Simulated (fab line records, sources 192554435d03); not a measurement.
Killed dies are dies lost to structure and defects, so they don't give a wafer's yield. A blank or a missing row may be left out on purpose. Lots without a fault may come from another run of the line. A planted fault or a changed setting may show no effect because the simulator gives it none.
Which tool did it? | flow n5_finfet | 6 lots, 16 wafers sampled, at 4 steps of a route of 1938

WHAT THE GAUGES READ, wafer by wafer
N5_BEOL_M12_THK_MEAS_01.
lot  | measured     | on            | M12_ILD_THK (nm)
L627 | day 12 00:35 | film_metro-02 | 655 674 667
L634 | day 13 12:09 | film_metro-01 | 656 662 658
L638 | day 14 23:02 | film_metro-02 | 661 662 667
L641 | day 16 11:36 | film_metro-02 | 655 657
L644 | day 16 21:29 | film_metro-02 | 649 649 657
L646 | day 17 19:58 | film_metro-01 | 651 652

WHICH TOOL RAN EACH LOT (tool, then ch and the chambers of the sampled wafers, then the start)
lot  | N5_BEOL_M11_DEGAS_44         | N5_BEOL_M11_PRE_CLEAN_45     | N5_BEOL_M11_CMP_52
L627 | pvd_sputter-03, day 11 21:56 | pvd_sputter-03, day 11 21:58 | cmp-02 ch 2,3, day 11 23:58
L634 | pvd_sputter-03, day 13 10:06 | pvd_sputter-03, day 13 10:08 | cmp-02 ch 0,3, day 13 11:32
L638 | pvd_sputter-01, day 14 20:16 | pvd_sputter-01, day 14 20:18 | cmp-03 ch 0,2,3, day 14 22:25
L641 | pvd_sputter-03, day 16 09:43 | pvd_sputter-03, day 16 09:45 | cmp-04 ch 2,3, day 16 10:56
L644 | pvd_sputter-03, day 16 16:11 | pvd_sputter-03, day 16 16:14 | cmp-04 ch 0,1,3, day 16 20:56
L646 | pvd_sputter-02, day 17 18:10 | pvd_sputter-02, day 17 18:12 | cmp-02 ch 1,3, day 17 19:21
- N5_BEOL_M11_DEGAS_44: time 60 s.
- N5_BEOL_M11_PRE_CLEAN_45: time 30 s.
- N5_BEOL_M11_CMP_52: polishes, stops on SiCOH lowk, t overpolish 7 s, target thk 140 nm.

THE ANSWER, worked out from the rows above alone
Rule: what is usual is taken from the lots themselves. Put in order of their means at a reading, lots are off if they are a third of the lots or fewer, leave a main group of 4 or more, and stand apart from it by a gap of 3 or more times the standard deviation of the main group's means; of several such gaps the widest counts. A main group whose means are all the same, to the digits that the tables above print for the reading, isn't used. A lot without any number at a reading at which 4 lots or more have one is off too. The other lots that the step has rows for count as sound.
No lot is off at any reading shown: from this, nothing can be told.

WHAT THE SIMULATOR HAD PUT IN
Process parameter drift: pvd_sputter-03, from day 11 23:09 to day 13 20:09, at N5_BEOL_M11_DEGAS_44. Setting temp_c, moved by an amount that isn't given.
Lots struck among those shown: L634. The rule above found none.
